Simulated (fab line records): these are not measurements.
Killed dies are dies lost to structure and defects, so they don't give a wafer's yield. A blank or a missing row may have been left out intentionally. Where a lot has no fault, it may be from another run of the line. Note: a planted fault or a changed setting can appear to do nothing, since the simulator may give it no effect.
Struck lot and sound lot, side by side || flow nand-harc || 13 steps out of a route of 1302
Sound: the wafers L712.2, L712.3, L712.5. Wafers L723.1, L723.4, L723.6 were the ones struck. Last of all comes the cause.
For every step that has rows: the tool of each side, followed by ch and its chambers, followed by its first start. Under that, the readings that differ: sound wafers || struck wafers || difference of the means || sigmas: that difference in standard deviations of wafers without a fault.
alike: words and numbers the same on both sides, and readings whose means are apart by under 2 such deviations; not compared: readings that were withheld, readings missing a value for some wafer, numbers with overlapping values and no deviation given by the record, and bounds like >300 which may hide the same value.
A row with sigmas, a row that says differs or no value, or rows on one side alone: a step with any of these is where the two part. When numbers do not overlap yet have no deviation, they are printed without sigmas and do not part them. A reading that every wafer of one side lacks parts them only if that side has two wafers or more.

first, 1 step without rows for these wafers: NHARC_A_CHANNEL_FILL_D1_SRD_12.
NHARC_A_CHANNEL_FILL_D1_INSPECT_13:
  sound: defect-inspect-02 at day 11 11:41; struck: defect-inspect-02 at day 16 23:23
  alike: raw-defect-count
NHARC_A_DECK1_JOINT_ETCHBACK_07: etches the open film in HBr, target depth 105 nm, time 26.9 s.
  sound on rie-si-04 ch 1,2,3, day 11 11:44; struck on rie-si-03 ch 0,2,3, day 16 23:27
  alike: drypump-motor-current-A, oes-product-au, throttle-valve-pct
  not compared: rf-hours-counter-h
then, 7 steps without rows for these wafers: NHARC_A_DECK1_JOINT_ETCH_25 (etches SiO2 in dHF, target depth 0.5 nm); NHARC_A_DECK1_JOINT_ETCH_19 (etches poly-Si in TMAH, target depth 3 nm); NHARC_A_DECK1_JOINT_ETCH_18 (etches SiO2 in dHF, target depth 3 nm); NHARC_A_DECK1_JOINT_WET_08 (chemistry H3PO4, time 86 s); NHARC_A_DECK1_JOINT_ETCH_09 (etches SiO2 in dHF, target depth 5 nm); NHARC_A_DECK1_JOINT_WET_10 (chemistry H3PO4, time 86 s); NHARC_A_DECK1_JOINT_ETCH_11 (etches SiO2 in dHF, target depth 35 nm).
NHARC_A_DECK1_JOINT_CVD_12: deposits poly-Si, target thk 90 nm, time 1800 s.
  sound on lpcvd-poly-02 ch 0, day 11 19:10; struck on lpcvd-poly-02 ch 0, day 17 06:53
{"reading": "spike-tc-centre-C (C)", "sound": "619.4 621.1 619.1", "struck": "636.1 634.8 634.1", "difference": "+15.1", "sigmas": "+12"}
{"reading": "spike-tc-lower-C (C)", "sound": "622.6 620.7 620.5", "struck": "634.8 636.5 636.0", "difference": "+14.5", "sigmas": "+10"}
{"reading": "spike-tc-top-C (C)", "sound": "640.0 641.6 639.3", "struck": "658.2 656.2 653.5", "difference": "+15.7", "sigmas": "+14"}
{"reading": "spike-tc-upper-C (C)", "sound": "619.4 619.8 619.7", "struck": "636.9 637.0 634.9", "difference": "+16.6", "sigmas": "+17"}
{"reading": "tube-center-temp-C (C)", "sound": "619.97 620.01 619.96", "struck": "635.49 635.42 635.43", "difference": "+15.47", "sigmas": "+99 or more"}
  alike: zone-power-lower-pct
NHARC_A_DECK1_JOINT_CMP_13: polishes, target thk 51.023 nm.
  sound on cmp-04 ch 0,2,3, day 11 22:01; struck on cmp-04 ch 1,2,3, day 17 09:47
{"reading": "time-to-endpoint-s (s)", "sound": "10.9 11.3 7.7", "struck": "13.9 13.3 15.7", "difference": "+4.3", "sigmas": "+2"}
  alike: motor-current-A
-- record jumps: 13 days between struck wafers' starts before vs after; left off in module A_DECK1_JOINT, resumes in module END, first step shown is number 1302 of the route --
NHARC_END_SORT_01:
  sound on prober-01 ch 0, day 25 07:37; struck on prober-01 ch 0, day 30 15:34
  alike: killed-at-array, killed-at-other, killed-at-periphery, killed-dies, killed-open, killed-short

WHERE THEY PART
At NHARC_A_DECK1_JOINT_CVD_12 first; at NHARC_A_DECK1_JOINT_CMP_13 last (within this record only). Later steps at which nothing parts them and some readings are alike: NHARC_END_SORT_01.

WHY: whatever the simulator had introduced
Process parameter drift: lpcvd-poly-02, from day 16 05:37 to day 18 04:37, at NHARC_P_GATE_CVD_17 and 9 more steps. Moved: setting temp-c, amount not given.
